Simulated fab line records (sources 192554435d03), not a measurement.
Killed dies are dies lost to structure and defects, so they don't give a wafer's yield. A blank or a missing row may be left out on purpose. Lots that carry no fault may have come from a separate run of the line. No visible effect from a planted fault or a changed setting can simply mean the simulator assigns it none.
Chamber matching :: flow n5 finfet :: N5_BEOL_M1_ILD_DEP_00 on pecvd-01 has 3 sister chambers
The step deposits SiOC from DEMS/O2, target thk 79 nm, time 15.3 s. 3 wafers are shown with their chamber, then 7 later ones without.

## EACH WAFER AND ITS CHAMBER
wafer: L079.3
chamber: 0
throttle valve pct (%): 12.0

wafer: L085.2
chamber: 1
throttle valve pct (%): 13.7

wafer: L085.5
chamber: 2
throttle valve pct (%): 11.3

## WAFERS MISSING THEIR CHAMBER
wafer: L085.6
throttle valve pct (%): 11.8

wafer: L095.2
throttle valve pct (%): 13.6

wafer: L095.3
throttle valve pct (%): 11.3

wafer: L095.4
throttle valve pct (%): 12.0

wafer: L096.2
throttle valve pct (%): 11.8

wafer: L096.4
throttle valve pct (%): 11.7

wafer: L096.6
throttle valve pct (%): 13.7

## WHICH CHAMBER EACH WENT THROUGH
wafer: L085.6
from the rows above: can't be placed: 0 or 2
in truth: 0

wafer: L095.2
from the rows above: 1
in truth: 1

wafer: L095.3
from the rows above: 2
in truth: 2

wafer: L095.4
from the rows above: 0
in truth: 0

wafer: L096.2
from the rows above: can't be placed: 0 or 2
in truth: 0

wafer: L096.4
from the rows above: can't be placed: 0 or 2
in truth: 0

wafer: L096.6
from the rows above: 1
in truth: 1
Correct placement for 4 of the 7. Not placeable from these rows: 3 (in 3, the candidates include the true chamber). Number placed wrongly: 0.
How it was worked out, from the rows above alone: a wafer's distance from a chamber is the root of the sum, over the readings, of the square of ((its reading less the chamber's mean) divided by the reading's scatter). If the next closest chamber is less than 2 further off than the closest, the wafer can't be placed; otherwise it belongs to the closest. Each chamber's mean is taken over the wafers shown for it. The scatter (one wafer shown for each chamber): square how far every hidden wafer sits from the nearest shown wafer, average those squares and take the square root.
